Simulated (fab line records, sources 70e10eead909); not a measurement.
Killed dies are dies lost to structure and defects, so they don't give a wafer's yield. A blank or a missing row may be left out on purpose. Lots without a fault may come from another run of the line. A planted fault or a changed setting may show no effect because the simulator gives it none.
Tool commonality check | flow nand_harc | 2 lots, 6 wafers sampled

WHY IT WAS OPENED
At NHARC_END_SORT_01 the reading killed_at_periphery is flagged on 2 of 2 lots. Wafers without a fault read 3.6, standard deviation 2.4.
Rule: a lot is flagged when every wafer of it that has a number lies more than 4 standard deviations from that mean, or none has a number. The other lots count as sound.

lot  | measured     | on        | killed_at_periphery, wafer by wafer | flag
L133 | day 29 10:19 | prober-01 | 52 63 34                            | FLAGGED
L134 | day 29 18:07 | prober-01 | 56 41 67                            | FLAGGED
The numbers of the flagged lots are 52.2 on average: +48.6 against the usual, or +20 standard deviations.

WHICH TOOL RAN EACH LOT
The record holds 4 process steps before the reading, out of a route of 1302 steps. In each cell: the tool, then ch and the chambers that the sampled wafers went through, then the start.
lot  | flag    | NHARC_P_CONTACT_STRIP_29            | NHARC_THIN_TSV_DEP_43           | NHARC_THIN_TSV_DEP_47           | NHARC_THIN_TSV_DESCUM_35
L133 | FLAGGED | wet_bench-07 ch 5,6,7, day 10 18:08 | pecvd-04 ch 0,1,2, day 28 15:54 | pecvd-02 ch 1,2, day 28 18:34   | rie_diel-04 ch 0,2,3, day 28 22:52
L134 | FLAGGED | wet_bench-07 ch 1,5,6, day 10 20:55 | pecvd-04 ch 0,1,2, day 28 21:19 | pecvd-03 ch 0,1,2, day 28 23:56 | rie_diel-04 ch 2,3, day 29 04:03
What these steps do:
- NHARC_P_CONTACT_STRIP_29: strips in post etch residue remover, time 1200 s.
- NHARC_THIN_TSV_DEP_43: deposits SiO2, target thk 1328.5 nm.
- NHARC_THIN_TSV_DEP_47: deposits SiO2, target thk 200 nm.
- NHARC_THIN_TSV_DESCUM_35: chemistry O2, time 3 s.
- NHARC_END_SORT_01

FLAGGED OVER TOTAL, TOOL BY TOOL (the gauges that took the reading come last)
step                     | tool         | lots run | flagged | share of the flagged lots | sound lots run after its first flagged lot
NHARC_P_CONTACT_STRIP_29 | wet_bench-07 | 2        | 2       | all                       | 0
NHARC_THIN_TSV_DEP_43    | pecvd-04     | 2        | 2       | all                       | 0
NHARC_THIN_TSV_DEP_47    | pecvd-02     | 1        | 1       | some                      | 0
NHARC_THIN_TSV_DEP_47    | pecvd-03     | 1        | 1       | some                      | 0
NHARC_THIN_TSV_DESCUM_35 | rie_diel-04  | 2        | 2       | all                       | 0
NHARC_END_SORT_01        | prober-01    | 2        | 2       | all                       | 0

WHAT THE TABLE ALLOWS
4 rows of the table ran every flagged lot: wet_bench-07 at NHARC_P_CONTACT_STRIP_29, pecvd-04 at NHARC_THIN_TSV_DEP_43, rie_diel-04 at NHARC_THIN_TSV_DESCUM_35, prober-01 at NHARC_END_SORT_01.
- wet_bench-07 at NHARC_P_CONTACT_STRIP_29: 2 of its 2 lots flagged. It ran no sound lot before its first flagged lot in this sample, so the start can't be narrowed down.
- pecvd-04 at NHARC_THIN_TSV_DEP_43: 2 of its 2 lots flagged. It ran no sound lot before its first flagged lot in this sample, so the start can't be narrowed down.
- rie_diel-04 at NHARC_THIN_TSV_DESCUM_35: 2 of its 2 lots flagged. It ran no sound lot before its first flagged lot in this sample, so the start can't be narrowed down.
- prober-01 at NHARC_END_SORT_01: 2 of its 2 lots flagged. It ran no sound lot before its first flagged lot in this sample, so the start can't be narrowed down.
Counting lots can't tell these 4 tools apart, because each fits a fault that began at some hour. More lots, or a look at what each step does to the wafer, might.

WHAT THE SIMULATOR HAD PUT IN
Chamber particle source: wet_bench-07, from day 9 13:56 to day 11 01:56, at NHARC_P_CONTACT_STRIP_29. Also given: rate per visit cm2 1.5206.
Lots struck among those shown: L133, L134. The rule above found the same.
